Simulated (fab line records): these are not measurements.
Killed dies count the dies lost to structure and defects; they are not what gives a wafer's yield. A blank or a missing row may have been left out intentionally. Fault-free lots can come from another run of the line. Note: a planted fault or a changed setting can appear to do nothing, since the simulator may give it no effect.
The tool behind it: which one? + flow nand_harc + 21 lots (63 wafers sampled), 1 step of a 1302-step route

WHAT THE GAUGES SHOWED, per wafer
NHARC_A_CHANNEL_FILL_D1_INSPECT_13.
| lot  | measured     | on                | raw_defect_count |
|------|--------------|-------------------|------------------|
| L074 | day 10 22:53 | defect_inspect-02 | 359 304 316      |
| L076 | day 11 18:23 | defect_inspect-01 | 381 399 544      |
| L078 | day 12 08:35 | defect_inspect-01 | 393 337 282      |
| L080 | day 13 07:37 | defect_inspect-02 | 305 480 367      |
| L079 | day 13 07:37 | defect_inspect-01 | 284 349 413      |
| L081 | day 14 06:05 | defect_inspect-01 | 189 192 157      |
| L082 | day 14 21:58 | defect_inspect-01 | 290 200 215      |
| L083 | day 15 05:38 | defect_inspect-02 | 408 327 251      |
| L084 | day 15 09:45 | defect_inspect-01 | 317 364 445      |
| L085 | day 15 17:31 | defect_inspect-01 | 392 262 216      |
| L086 | day 15 17:33 | defect_inspect-02 | 318 187 211      |
| L087 | day 16 02:58 | defect_inspect-02 | 194 458 182      |
| L088 | day 17 10:16 | defect_inspect-01 | 246 269 309      |
| L089 | day 17 15:40 | defect_inspect-02 | 272 272 190      |
| L091 | day 17 19:19 | defect_inspect-01 | 197 493 200      |
| L090 | day 18 01:34 | defect_inspect-02 | 425 276 536      |
| L092 | day 18 01:34 | defect_inspect-01 | 259 372 286      |
| L093 | day 18 18:15 | defect_inspect-01 | 137 173 130      |
| L095 | day 20 00:32 | defect_inspect-01 | 272 319 193      |
| L096 | day 20 11:14 | defect_inspect-01 | 237 325 335      |
| L097 | day 20 15:56 | defect_inspect-02 | 597 231 440      |

WHAT TOOL EACH LOT RAN ON (gives the tool, then ch and the chambers of the sampled wafers, and finally the start)
Before these readings, the record contains no process step.

WHAT THE TOOLS THEMSELVES READ (means of the sampled wafers that have a number; where no wafer has one, the mark that the record gives instead)
The record holds no such reading with a usual standard deviation.

THE ANSWER, worked out from the rows above alone
Rule: the lots themselves supply what counts as usual. Put in order of their means at a reading, lots are off if they are a third of the lots or fewer, leave a main group of 4 or more, and stand apart from it by a gap of 3 or more times the standard deviation of the main group's means; of several such gaps the widest counts. If all means in a main group match to the digits the tables above print for the reading, that group is not used. Also off: a lot with no number at a reading for which 4 or more lots have one. Where the step has rows for the other lots, those lots are counted as sound. Order of review: gauges by route order, followed by the tools' own readings, for which a lot's mean as printed above is used. At the first step where some lot is off, the reading lying furthest off is the one used; lots without a number count as furthest.
No lot is off at any reading shown: from this, nothing can be told.

WHAT THE SIMULATOR PUT IN
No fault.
